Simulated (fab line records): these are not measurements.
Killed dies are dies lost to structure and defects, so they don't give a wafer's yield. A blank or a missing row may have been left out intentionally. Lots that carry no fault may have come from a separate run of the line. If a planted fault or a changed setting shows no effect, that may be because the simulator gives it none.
fab line records	flow n5-finfet
record: lots: 8	wafers: 24	last-day: 18
route steps=1938 shown DUMMY_GATE@244 SD_EPI_N@268 BEOL_M4@1111 PASSIVATION@1936
lots untouched by any fault: they come from a run of this same line in which no faults occurred
start-h: hours from the record's opening day to when the first of the lot's shown wafers began	wait-h: hours since the lot's step before	" as in the row above	L1.1+2: one row covering several wafers at once	- no value, or no start was given	* or withheld: withheld	< > ~ a bound
route shown NAME@n: names a module that has steps shown in the file, with the first one's number in the route	usual: average and standard deviation across the fault-free wafers	same: alike in all rows	chamber/n: place in a boat	sites: each site's reading	_std_site: the values' standard deviation	_edge_site: inner sites' mean taken away from outer sites' mean	radius-mm: for every site, how far away it sits from the centre of the wafer	mask NAME#n: copy n	behind: the most recent tool/chamber to have shaped the wafer	hold: why the lot went on hold/how many hours it stayed there/how the hold came to an end	device: the n, p or np transistor that did not switch	end of line: the tests these same wafers got at the end of their route	a step with no rows: only its recipe	killed: dies that structure and defects cost at the first sort, which is not the same as the wafer's yield	map: a wafer's dies, marking killed ones x, the rest . and places with no die _
set.NAME: setting as actually run; set.NAME@STEP: the setting as run at that earlier step	model.NAME: the simulator's own value behind a step, which no gauge read
one table for each step of the route and one row for each wafer, over a sample of lots
services: the hour from which a tool's chamber was out of use, counted from the record's first day as start-h (under 0 if before that day), plus the number of hours and why
== steps ==
step: N5_DUMMY_GATE_STRIP_41
recipe: chemistry: O2	power-w: 400	temp-c: 40	pressure-mtorr: 30	rf-frequency-hz: 6e+07	bias-power-w: 0	overash-fraction: 0.3	o2-flow-sccm: 225
usual: drypump-motor-current-A: 5.7/0.39	o2-flow-sccm: 225.1/0.69	oes-product-au: 0.77/0.076	rf-vpp-V: 3.7/0.48	showerhead-plenum-p-Torr: 2.09/0.073	temp-c: 39.98/0.11	throttle-valve-pct: 16.66/0.22
lot.wafer	tool	chamber	start-h	wait-h	drypump-motor-current-A	o2-flow-sccm	oes-product-au	rf-hours-counter-h	rf-vpp-V	showerhead-plenum-p-Torr	temp-c	throttle-valve-pct
L424.1	rie-diel-03	1	72.31	0.0	5.7	224.8	0.81	110	3.8	2.10	39.83	16.38
L424.3	"	3	"	"	5.6	224.9	0.73	151	3.4	2.19	40.23	16.65
L424.4	"	2	"	"	6.0	225.1	0.78	135	4.1	2.01	39.78	16.65
L426.2	rie-diel-03	0	81.79	0.0	5.9	224.7	0.93	23	4.0	2.04	39.97	16.30
L426.3	"	2	"	"	6.1	224.2	0.80	138	3.3	2.01	39.96	16.65
L426.6	"	3	"	"	5.5	224.6	0.73	-	3.8	2.19	40.01	16.65
L429.4	rie-diel-02	3	101.33	0.0	4.9	225.7	0.75	177	4.0	2.02	40.06	17.06
L429.5	"	0	"	"	5.7	225.6	0.68	-	4.0	2.15	40.13	16.82
L429.6	"	3	"	"	4.9	225.5	0.76	-	3.4	2.02	40.02	17.06
L435.4	rie-diel-02	2	136.48	0.0	5.8	225.2	0.78	125	4.0	2.11	39.93	16.85
L435.5	"	2	"	"	5.8	225.7	0.78	-	4.1	2.11	39.98	16.86
L435.6	"	3	"	"	4.9	224.9	0.74	-	3.0	2.01	40.10	17.10
L436.1	rie-diel-04	0	145.98	0.0	5.5	224.8	0.71	211	3.8	1.98	40.06	16.81
L436.3	"	2	"	"	5.8	226.4	0.75	154	3.7	2.07	39.96	16.56
L436.5	"	1	"	"	5.2	224.5	0.69	-	3.7	2.17	39.92	16.86
L437.3	rie-diel-04	0	147.71	0.0	5.5	224.3	0.70	212	4.1	1.98	40.08	16.80
L437.5	"	0	"	"	5.5	223.9	0.70	-	3.6	1.98	39.98	16.80
L437.6	"	1	"	"	5.2	225.0	0.68	-	3.5	2.17	40.04	16.86
L440.1	rie-diel-04	2	165.56	0.0	5.8	225.9	0.74	160	3.9	2.07	39.85	16.56
L440.5	"	2	"	"	5.8	224.7	0.75	-	3.8	2.07	39.90	16.54
L440.6	"	1	"	"	5.2	224.9	0.68	-	3.4	2.17	40.06	16.86
L441.1	rie-diel-03	0	174.40	0.0	5.9	224.2	0.87	52	3.4	2.03	39.82	16.33
L441.4	"	3	"	"	5.5	225.1	0.71	183	3.8	2.17	39.94	16.68
L441.5	"	3	"	"	5.5	224.5	0.71	-	3.4	2.17	40.06	16.72
step: N5_DUMMY_GATE_ETCH_32
recipe: chemistry: CF4	target: SiO2	target-depth-a: 35	time-s: 3.9	ion-energy-ev: 350	pressure-mtorr: 10	icp-w: 800	bias-w: 400	cf4-flow-sccm: 80
usual: cf4-flow-sccm: 80.00/0.23	drypump-motor-current-A: 5.7/0.4	oes-product-au: 1.005/0.02	throttle-valve-pct: 21.86/0.22
lot.wafer	tool	chamber	start-h	wait-h	cf4-flow-sccm	drypump-motor-current-A	oes-product-au	rf-hours-counter-h	throttle-valve-pct
L424.1	rie-si-06	1	72.51	0.1	80.16	6.0	1.036	44	22.12
L424.3	"	3	"	"	80.25	5.4	1.008	176	21.99
L424.4	"	0	"	"	79.90	6.4	0.987	200	22.07
L426.2	rie-si-06	1	82.00	0.1	80.23	6.0	1.031	44	22.11
L426.3	"	3	"	"	80.25	5.4	1.012	176	21.99
L426.6	"	1	"	"	80.43	6.0	1.022	-	22.12
L429.4	rie-si-05	1	101.53	0.1	80.20	5.7	0.989	185	21.93
L429.5	"	0	"	"	79.81	6.4	0.987	-	22.06
L429.6	"	3	"	"	80.32	6.0	0.975	-	21.94
L435.4	rie-si-02	0	136.68	0.1	79.84	5.3	0.999	188	22.02
L435.5	"	3	"	"	79.70	5.6	0.971	-	21.97
L435.6	"	2	"	"	79.77	5.7	0.972	-	21.50
L436.1	rie-si-05	2	146.18	0.1	80.11	6.0	1.043	89	21.80
L436.3	"	3	"	"	80.02	6.0	0.983	0	21.61
L436.5	"	3	"	"	80.04	6.0	0.986	-	21.60
L437.3	rie-si-02	2	147.91	0.1	80.05	5.7	0.981	46	21.51
L437.5	"	3	"	"	80.22	5.6	0.974	-	21.96
L437.6	"	0	"	"	79.72	5.3	1.007	-	22.02
L440.1	rie-si-06	1	165.76	0.1	79.96	6.0	1.026	46	22.12
L440.5	"	1	"	"	79.87	6.0	1.016	-	22.12
L440.6	"	2	"	"	79.94	5.1	1.016	-	21.67
L441.1	rie-si-02	1	174.60	0.1	80.30	5.7	1.004	159	21.40
L441.4	"	0	"	"	79.78	5.3	1.000	-	22.01
L441.5	"	2	"	"	80.46	5.7	0.982	-	21.52
step: N5_SD_EPI_N_PEB_07
recipe: peb-temp-c: 110	peb-time-s: 60	resist: CAR-ArF-block
usual: chill-plate-temp-C: 23.03/0.11	heater-power-total-W: 175.1/1.6
lot.wafer	tool	chamber	start-h	wait-h	chill-plate-temp-C	heater-power-total-W
L424.1	litho-track-01	0	73.80	0.1	22.97	173.2
L424.3	"	0	"	"	22.99	175.2
L424.4	"	0	"	"	23.16	173.3
L426.2	litho-track-03	0	83.56	0.0	23.02	173.6
L426.3	"	0	"	"	22.92	174.0
L426.6	"	0	"	"	23.02	172.9
L429.4	litho-track-03	0	104.43	0.0	23.11	177.4
L429.5	"	0	"	"	23.00	176.5
L429.6	"	0	"	"	23.12	173.0
L435.4	litho-track-03	0	138.20	0.0	22.97	208.7
L435.5	"	0	"	"	22.93	211.3
L435.6	"	0	"	"	22.93	208.0
L436.1	litho-track-03	0	149.29	0.1	23.17	209.2
L436.3	"	0	"	"	23.12	211.1
L436.5	"	0	"	"	23.01	211.2
L437.3	litho-track-04	0	149.45	0.0	23.09	173.5
L437.5	"	0	"	"	22.92	177.6
L437.6	"	0	"	"	23.10	177.3
L440.1	litho-track-01	0	167.19	0.1	22.96	176.3
L440.5	"	0	"	"	23.09	174.1
L440.6	"	0	"	"	23.03	176.7
L441.1	litho-track-01	0	176.09	0.1	22.66	177.5
L441.4	"	0	"	"	22.93	177.4
L441.5	"	0	"	"	22.98	174.9
step: N5_SD_EPI_N_CD_MEAS_09
recipe: target-cd-nm: 120	landing-energy-ev: 500	detector: se-inlens
usual: cd-nm: 120.0/0.61
lot.wafer	tool	chamber	start-h	wait-h	cd-nm
L424.1	cd-sem-01	0	73.87	-	118.9
L424.3	"	0	"	"	120.0
L424.4	"	0	"	"	120.0
L426.2	cd-sem-01	0	83.63	-	119.4
L426.3	"	0	"	"	120.0
L426.6	"	0	"	"	119.4
L429.4	cd-sem-03	0	104.50	-	120.6
L429.5	"	0	"	"	121.2
L429.6	"	0	"	"	120.2
L435.4	cd-sem-03	0	138.27	-	108.0
L435.5	"	0	"	"	109.0
L435.6	"	0	"	"	109.2
L436.1	cd-sem-02	0	149.35	-	110.8
L436.3	"	0	"	"	111.0
L436.5	"	0	"	"	110.7
L437.3	cd-sem-01	0	149.52	-	120.3
L437.5	"	0	"	"	119.6
L437.6	"	0	"	"	120.7
L440.1	cd-sem-03	0	167.26	-	119.4
L440.5	"	0	"	"	120.4
L440.6	"	0	"	"	119.9
L441.1	cd-sem-01	0	176.16	-	119.9
L441.4	"	0	"	"	119.6
L441.5	"	0	"	"	120.2
step: N5_SD_EPI_N_ETCH_34
recipe: chemistry: CF4	target: SiARC	target-depth-a: 455	mask-material: CAR-ArF-block	time-s: 75.8	ion-energy-ev: 80	pressure-mtorr: 40	source-w: 545	bias-w: 36	Ar_flow_sccm: 100	cf4-flow-sccm: 100	ends: cleared
usual: cf4-flow-sccm: 100.03/0.3	drypump-motor-current-A: 5.6/0.56	etch-rf-on-time-s: 75.8/1.5	oes-product-au: 0.64/0.061	rf-vpp-V: 183.5/1.1	showerhead-plenum-p-Torr: 2.11/0.058	throttle-valve-pct: 15.68/0.22
lot.wafer	tool	chamber	start-h	wait-h	cf4-flow-sccm	drypump-motor-current-A	etch-rf-on-time-s	oes-product-au	rf-hours-counter-h	rf-vpp-V	showerhead-plenum-p-Torr	throttle-valve-pct
L424.1	rie-diel-05	1	73.99	0.0	99.89	5.8	75.8	0.63	208	184.2	2.13	15.73
L424.3	"	0	"	"	99.85	6.1	74.7	0.81	10	182.9	2.11	15.22
L424.4	"	3	"	"	99.99	6.1	75.7	0.62	170	186.3	2.21	15.90
L426.2	rie-diel-06	2	83.75	0.0	99.75	6.6	75.7	0.60	211	181.4	2.05	15.63
L426.3	"	1	"	"	99.66	4.9	74.9	0.68	118	183.2	2.09	15.89
L426.6	"	2	"	"	99.66	6.6	75.3	0.60	-	184.5	2.05	15.62
L429.4	rie-diel-06	1	104.62	0.0	99.85	4.9	75.9	0.66	126	182.8	2.08	15.92
L429.5	"	1	"	"	100.32	4.9	75.8	0.67	-	182.4	2.08	15.91
L429.6	"	2	"	"	99.97	6.6	75.8	0.59	-	182.1	2.04	15.65
L435.4	rie-diel-05	2	138.42	0.0	100.20	5.6	77.5	0.58	236	185.3	2.19	15.48
L435.5	"	1	"	"	100.63	5.7	75.8	0.61	-	183.5	2.12	15.79
L435.6	"	2	"	"	99.79	5.5	77.6	0.57	-	183.2	2.19	15.49
L436.1	rie-diel-06	2	149.88	0.0	99.54	6.6	75.2	0.59	235	182.2	2.04	15.68
L436.3	"	1	"	"	100.05	4.9	75.3	0.66	141	182.4	2.08	15.96
L436.5	"	3	"	"	99.62	5.5	77.8	0.59	-	182.5	2.04	15.84
L437.3	rie-diel-01	2	150.13	0.0	100.20	6.4	72.8	0.74	56	184.7	2.18	15.21
L437.5	"	2	"	"	100.29	6.4	73.2	0.73	-	186.3	2.18	15.20
L437.6	"	3	"	"	99.61	5.3	78.9	0.58	-	183.6	2.10	15.71
L440.1	rie-diel-06	2	167.38	0.0	100.14	6.6	76.1	0.57	243	184.2	2.04	15.71
L440.5	"	0	"	"	99.94	5.6	75.3	0.65	-	182.7	2.15	15.69
L440.6	"	3	"	"	100.04	5.4	78.6	0.58	-	183.4	2.04	15.85
L441.1	rie-diel-05	0	176.28	0.0	100.02	6.1	75.3	0.76	39	182.6	2.10	15.29
L441.4	"	1	"	"	99.71	5.7	76.3	0.60	239	185.0	2.12	15.79
L441.5	"	0	"	"	100.06	6.1	75.6	0.75	-	184.2	2.10	15.29
step: N5_BEOL_M4_RC_MEAS_101
usual: DIBL_N: 36.0/1.8	DIBL_P: 36.3/2.4	IOFF_N: 0.16/0.035	IOFF_P: 0.21/0.036	ION_N: 673/13	ION_P: 461/7.2	SS_N: 71.4/0.6	SS_P: 73.2/0.7	VT_N: 250/4	VT_P: -250.9/2.9
lot.wafer	tool	chamber	start-h	wait-h	DIBL_N[mV/V]	DIBL_P[mV/V]	IOFF_N[nA/um]	IOFF_P[nA/um]	ION_N[uA/um]	ION_P[uA/um]	SS_N[mV/dec]	SS_P[mV/dec]	VT_N[mV]	VT_P[mV]
L424.1	prober-02	0	202.87	0.0	33.9	34.9	0.13	0.17	674	461	70.4	73.2	254	-250.4
L424.3	"	0	"	"	37.5	37.1	0.19	0.20	668	455	72.0	73.4	248	-251.0
L424.4	"	0	"	"	35.4	36.2	0.15	0.19	678	470	71.5	73.2	249	-250.7
L426.2	prober-01	0	215.20	0.2	35.3	37.0	0.15	0.20	675	464	71.0	73.5	249	-252.4
L426.3	"	0	"	"	35.7	36.7	0.15	0.20	666	459	71.3	73.3	253	-251.4
L426.6	"	0	"	"	32.9	34.1	0.11	0.16	668	465	71.0	72.7	255	-253.0
L429.4	prober-01	0	242.86	0.5	36.3	36.1	0.17	0.20	683	464	71.6	73.7	247	-252.8
L429.5	"	0	"	"	36.3	36.3	0.16	0.20	686	464	71.9	73.7	249	-252.5
L429.6	"	0	"	"	39.2	39.5	0.24	0.26	691	459	72.2	74.0	244	-249.3
L435.4	prober-02	0	264.83	0.5	37.1	38.8	0.18	0.21	677	459	71.9	73.7	249	-252.9
L435.5	"	0	"	"	34.1	35.2	0.12	0.16	658	452	70.2	72.8	256	-257.1
L435.6	"	0	"	"	35.4	36.9	0.13	0.17	653	448	71.9	72.6	256	-255.8
L436.1	prober-01	0	275.95	0.0	35.5	34.3	0.13	0.18	662	454	70.9	72.9	255	-251.6
L436.3	"	0	"	"	32.1	31.1	0.09	0.13	640	441	70.4	72.0	259	-256.4
L436.5	"	0	"	"	34.3	32.7	0.11	0.15	664	460	70.6	72.1	256	-255.7
L437.3	prober-02	0	280.20	0.3	35.5	37.7	0.18	0.22	683	467	70.6	73.8	247	-248.6
L437.5	"	0	"	"	34.0	35.7	0.14	0.19	682	469	71.1	72.9	251	-251.5
L437.6	"	0	"	"	36.1	37.6	0.17	0.23	680	457	71.8	73.7	247	-248.3
L440.1	prober-02	0	286.98	0.0	36.0	35.9	0.15	0.20	675	461	71.1	74.0	252	-250.9
L440.5	"	0	"	"	33.0	32.7	0.11	0.16	668	459	70.9	73.1	253	-252.0
L440.6	"	0	"	"	37.4	36.6	0.16	0.21	667	457	71.4	73.7	253	-251.4
L441.1	prober-01	0	316.37	0.0	36.3	34.9	0.15	0.20	679	465	71.5	73.1	246	-251.2
L441.4	"	0	"	"	36.6	36.3	0.15	0.22	671	459	70.9	73.6	249	-251.9
L441.5	"	0	"	"	35.2	33.6	0.13	0.17	661	450	71.0	71.9	250	-253.3
step: N5_PASSIVATION_PROBE_49
usual: defect-limited-yield: 91.2/1.4	killed_at_M0_to_M3: 35/11	killed_at_M4_up: 14/5.6	killed-at-contacts: 12/5.6	killed-at-front-end: 38/11	killed-at-other: 4/3.4	killed-dies: 103/17	killed-open: 68/12	killed-short: 33/8.8	sort_bin_5_function: 5.1/0.89	sort_bin_6_memory: 3.3/0.71	sort-n-pass: 1077/17	sort-yield-pct: 91.2/1.4
same: gross-dies: 1180	killed-at-back-side: 0	sort_bin_4_leakage[%]: 0	sort_bin_8_speed[%]: 0
lot.wafer	tool	chamber	start-h	wait-h	defect-limited-yield[%]	killed_at_M0_to_M3	killed_at_M4_up	killed-at-contacts	killed-at-front-end	killed-at-other	killed-dies	killed-open	killed-short	sort_bin_5_function[%]	sort_bin_6_memory[%]	sort-n-pass	sort-yield-pct[%]
L426.2	prober-02	-	325.59	0.1	90.1	44	11	9	47	6	117	67	48	5.3	4.2	1063	90.1
L426.3	prober-02	-	325.64	0.1	91.1	42	11	4	40	8	105	58	39	5.3	3.2	1075	91.1
L426.6	prober-02	-	325.79	0.3	90.6	45	18	5	38	5	111	69	37	5.3	3.6	1069	90.6
L429.4	prober-02	-	347.16	0.2	90.8	38	15	6	40	10	109	59	50	4.6	4.1	1071	90.8
L435.4	prober-01	-	374.78	0.2	89.5	26	26	28	39	5	124	80	38	6.0	4.2	1056	89.5
L435.5	prober-01	-	374.83	0.2	90.9	24	15	15	48	5	107	65	38	5.6	3.1	1073	90.9
L435.6	prober-01	-	374.88	0.3	91.5	34	15	8	43	0	100	63	34	5.2	3.0	1080	91.5
L436.1	prober-01	-	390.96	0.0	89.5	35	27	14	46	2	124	87	36	5.5	4.7	1056	89.5
L436.3	prober-01	-	391.06	0.1	89.9	24	17	18	55	5	119	75	39	5.4	4.3	1061	89.9
L436.5	prober-01	-	391.16	0.2	88.3	23	31	21	61	2	138	69	60	7.0	4.0	1042	88.3
L437.3	prober-01	-	395.27	0.8	90.7	37	12	6	52	3	110	58	50	5.3	3.6	1070	90.7
L437.5	prober-01	-	395.37	0.9	90.7	51	10	15	33	1	110	69	39	5.6	3.5	1070	90.7
L437.6	prober-01	-	395.42	1.0	89.4	45	18	13	48	1	125	68	55	5.3	4.7	1055	89.4
L440.1	prober-02	-	396.55	0.0	90.9	31	17	13	29	17	107	79	26	5.8	3.1	1073	90.9
L440.5	prober-02	-	396.75	0.2	90.8	36	20	12	27	13	108	76	31	5.8	3.1	1072	90.8
L440.6	prober-02	-	396.80	0.3	92.5	30	12	12	31	4	89	69	18	4.5	2.9	1091	92.5
killed by level:class
L426.2 BEOL_M0_SAQP:geometric-particle:short=11 FIN_SAQP:geometric-particle:short=10 BEOL_M0_SAQP:geometric-particle:open=9 FIN_SAQP:geometric-particle:open=7 GATE_CUT:geometric-particle:short=6 MOL_CONTACT_COAG:geometric-particle:open=6 BEOL_M2:geometric-particle:open=6 BEOL_M3:geometric-particle:open=6
L426.3 BEOL_M0_SAQP:geometric-particle:open=14 BEOL_M0_SAQP:geometric-particle:short=10 FIN_SAQP:geometric-particle:short=9 BEOL_M1:geometric-particle:open=8 FIN_SAQP:geometric-particle:open=7 STARTING-WAFER:geometric-particle:open=5 BEOL_M3:geometric-particle:open=4 MOL_CONTACT_COAG:geometric-particle:open=4
L426.6 BEOL_M0_SAQP:geometric-particle:short=13 FIN_SAQP:geometric-particle:short=8 BEOL_M0_SAQP:geometric-particle:open=8 BEOL_M1:geometric-particle:open=8 BEOL_M2:geometric-particle:open=8 BEOL_M5:geometric-particle:open=7 STARTING-WAFER:geometric-particle:open=6 MOL_CONTACT_COAG:geometric-particle:open=5
L429.4 BEOL_M1:geometric-particle:open=13 FIN_SAQP:geometric-particle:short=10 BEOL_M4:geometric-particle:open=7 FIN_SAQP:geometric-particle:open=6 BEOL_M3:geometric-particle:open=6 MOL_CONTACT_COAG:geometric-particle:open=5 BEOL_M1:geometric-particle:short=5 STARTING-WAFER:geometric-particle:short=5
L435.4 MOL_CONTACT_COAG:geometric-particle:open=23 BEOL_M4:geometric-particle:open=14 GATE_CUT:geometric-particle:short=6 GATE_CUT:geometric-particle:open=6 BEOL_M1:geometric-particle:open=6 MOL_CONTACT_COAG:geometric-particle:short=5 BEOL_M4:geometric-particle:short=5 FIN_SAQP:geometric-particle:short=4
L435.5 GATE_CUT:geometric-particle:short=13 MOL_CONTACT_COAG:geometric-particle:open=13 STI_FIN_REVEAL:geometric-particle:open=10 BEOL_M1:geometric-particle:open=9 ILD0:geometric-particle:open=5 BEOL_M4:geometric-particle:open=5 BEOL_M4:geometric-particle:short=5 BEOL_M0_SAQP:geometric-particle:open=4
L435.6 BEOL_M3:geometric-particle:open=11 ILD0:geometric-particle:short=7 BEOL_M0_SAQP:geometric-particle:short=7 BEOL_M4:geometric-particle:open=7 STI_FIN_REVEAL:geometric-particle:open=6 MOL_CONTACT_COAG:geometric-particle:open=6 GATE_CUT:geometric-particle:open=5 ILD0:geometric-particle:open=4
L436.1 BEOL_M4:geometric-particle:open=16 BEOL_M0_SAQP:geometric-particle:short=15 FIN_SAQP:geometric-particle:open=13 MOL_CONTACT_COAG:geometric-particle:open=11 FIN_SAQP:geometric-particle:short=8 STI_FIN_REVEAL:geometric-particle:open=7 BEOL_M0_SAQP:geometric-particle:open=7 BEOL_M2:geometric-particle:open=6
L436.3 FIN_SAQP:geometric-particle:open=18 MOL_CONTACT_COAG:geometric-particle:open=16 FIN_SAQP:geometric-particle:short=14 BEOL_M0_SAQP:geometric-particle:open=8 BEOL_M0_SAQP:geometric-particle:short=7 BEOL_M4:geometric-particle:short=5 STI_FIN_REVEAL:geometric-particle:open=4 ILD0:geometric-particle:short=4
L436.5 FIN_SAQP:geometric-particle:open=19 BEOL_M4:geometric-particle:short=19 MOL_CONTACT_COAG:geometric-particle:open=15 FIN_SAQP:geometric-particle:short=8 BEOL_M0_SAQP:geometric-particle:short=8 SD_EPI_N:area-peb=7 MOL_CONTACT_COAG:geometric-particle:short=6 BEOL_M4:geometric-particle:open=5
L437.3 STI_FIN_REVEAL:geometric-particle:open=12 FIN_SAQP:geometric-particle:short=10 BEOL_M3:geometric-particle:open=9 BEOL_M0_SAQP:geometric-particle:short=9 FIN_SAQP:geometric-particle:open=8 GATE_CUT:geometric-particle:short=8 STI_FIN_REVEAL:geometric-particle:short=7 BEOL_M0_SAQP:geometric-particle:open=7
L437.5 MOL_CONTACT_COAG:geometric-particle:open=15 BEOL_M1:geometric-particle:open=11 BEOL_M0_SAQP:geometric-particle:open=9 GATE_CUT:geometric-particle:short=8 BEOL_M0_SAQP:geometric-particle:short=8 BEOL_M0:geometric-particle:open=7 BEOL_M1:geometric-particle:short=6 BEOL_M3:geometric-particle:open=6
L437.6 FIN_SAQP:geometric-particle:short=14 MOL_CONTACT_COAG:geometric-particle:open=12 BEOL_M1:geometric-particle:open=9 BEOL_M4:geometric-particle:open=9 BEOL_M0:geometric-particle:open=7 BEOL_M1:geometric-particle:short=7 BEOL_M0_SAQP:geometric-particle:short=6 STARTING-WAFER:geometric-particle:short=6
L440.1 BEOL_M2:geometric-particle:open=12 BEOL_M4:geometric-particle:open=12 MOL_CONTACT_COAG:geometric-particle:open=10 STI_FIN_REVEAL:geometric-particle:open=9 BEOL_M3:geometric-particle:open=7 GATE_CUT:geometric-particle:short=6 DUMMY_GATE:geometric-particle:open=5 BEOL_M1:geometric-particle:open=5
L440.5 BEOL_M4:geometric-particle:open=13 STI_FIN_REVEAL:geometric-particle:open=11 BEOL_M2:geometric-particle:open=8 MOL_CONTACT_COAG:geometric-particle:open=7 FIN_SAQP:geometric-particle:open=5 MOL_CONTACT_COAG:geometric-particle:short=5 BEOL_M0_SAQP:geometric-particle:short=5 BEOL_M0_SAQP:geometric-particle:open=5
L440.6 BEOL_M2:geometric-particle:open=13 MOL_CONTACT_COAG:geometric-particle:open=11 STI_FIN_REVEAL:geometric-particle:open=7 STARTING-WAFER:geometric-particle:open=6 BEOL_M4:geometric-particle:open=5 GATE_CUT:geometric-particle:short=4 BEOL_M0_SAQP:geometric-particle:short=4 BEOL_M3:geometric-particle:open=4
== services ==
tool	chamber	start-h	hours	kind
rie-diel-05	1	57.17	13.0	repair
rie-diel-04	1	57.30	7.8	repair
rie-si-02	-	57.74	15.6	pm
rie-diel-02	3	67.77	16.2	repair
rie-diel-06	0	82.08	7.0	repair
rie-si-06	0	85.54	-	clean
rie-si-06	0	85.54	16.6	scheduled-down
rie-si-06	0	85.54	16.6	vent-cycle
rie-diel-01	-	90.23	0.2	repair
rie-diel-04	3	116.29	12.9	repair
rie-si-05	3	122.42	-	clean
rie-si-05	3	122.42	14.9	scheduled-down
rie-si-05	3	122.42	14.9	vent-cycle
rie-si-06	1	126.75	2.5	repair
rie-si-02	2	128.50	4.3	repair
rie-diel-05	-	147.49	16.3	repair
rie-si-06	0	152.79	8.9	repair
rie-diel-01	1	164.18	2.6	repair
rie-si-02	3	170.66	-	clean
rie-si-02	3	170.66	20.5	scheduled-down
rie-si-02	3	170.66	20.5	vent-cycle
rie-diel-02	0	174.77	-	clean
rie-diel-02	0	174.77	-	consumable-replace:focus-ring
litho-track-03	-	176.23	-	consumable-replace:filter
== key ==
first-sign: step: N5_SD_EPI_N_PEB_07	reading: heater-power-total-W	direction: up	sigmas: 21	usual: *	struck: *
effect: step: N5_SD_EPI_N_CD_MEAS_09	reading: cd-nm	direction: down	sigmas: 17	usual: 120.0	struck: 109.8	through: control-loop
met-at N5_SD_EPI_N_PEB_07
struck-lots L435,L436
loop-trim: step: N5_SD_EPI_N_EXPOSE_06	setting: dose	lots: L436
not-acting-at N5_DUMMY_GATE_STRIP_41,N5_DUMMY_GATE_ETCH_32,N5_SD_EPI_N_ETCH_34
onset-between 104.43 138.20
fault: kind: process-parameter-drift	tool: litho-track-03	chamber: -	onset-h: 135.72	steps: N5_SD_EPI_N_PEB_07	channel: peb-time-s	offset: *	shape: step	end-h: 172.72	acts-in: *	stated: *
loop-trim: a control loop set the setting to another value than it would have without faults
